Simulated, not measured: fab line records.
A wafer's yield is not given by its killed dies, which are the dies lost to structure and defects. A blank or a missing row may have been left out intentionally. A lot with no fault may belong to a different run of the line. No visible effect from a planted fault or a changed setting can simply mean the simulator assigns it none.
Chamber matching + flow nand harc + NHARC_A_STAIRCASE_CMP_152 on cmp-04 has 4 sister chambers
The step polishes. 4 wafers are shown with their chamber, then 8 later ones without.

== WAFERS, EACH WITH ITS CHAMBER ==
| wafer  | chamber | motor current A (A) |
|--------|---------|---------------------|
| L079.6 | 0       | 11.5                |
| L086.4 | 3       | 11.8                |
| L086.6 | 1       | 12.2                |
| L092.2 | 2       | 12.2                |

== WAFERS MISSING THEIR CHAMBER ==
| wafer  | motor current A (A) |
|--------|---------------------|
| L092.3 | 11.5                |
| L092.4 | 11.7                |
| L095.1 | 12.1                |
| L095.4 | 11.5                |
| L095.6 | 11.3                |
| L097.2 | 11.4                |
| L097.4 | 11.9                |
| L097.6 | 11.5                |

== WHICH CHAMBER EACH WENT THROUGH ==
| wafer  | from the rows above          | in truth                   |
|--------|------------------------------|----------------------------|
| L092.3 | 0                            | 0                          |
| L092.4 | can't be placed: 3 or 0      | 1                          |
| L095.1 | can't be placed: 1 or 2 or 3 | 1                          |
| L095.4 | 0                            | 0                          |
| L095.6 | 0                            | 0                          |
| L097.2 | 0                            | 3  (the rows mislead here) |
| L097.4 | can't be placed: 3 or 1 or 2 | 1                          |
| L097.6 | 0                            | 0                          |
Correctly placed: 4 of 8. From these rows, 3 cannot be placed; in 2 the true chamber is one of the candidates. Number placed wrongly: 1.
How it was worked out, from the rows above alone: a wafer's distance from a chamber is the root of the sum, over the readings, of the square of ((its reading less the chamber's mean) divided by the reading's scatter). If the next closest chamber is less than 2 further off than the closest, the wafer can't be placed; otherwise it belongs to the closest. A chamber's mean is the mean of its shown wafers. The scatter (one wafer shown for each chamber): square how far every hidden wafer sits from the nearest shown wafer, average those squares and take the square root.
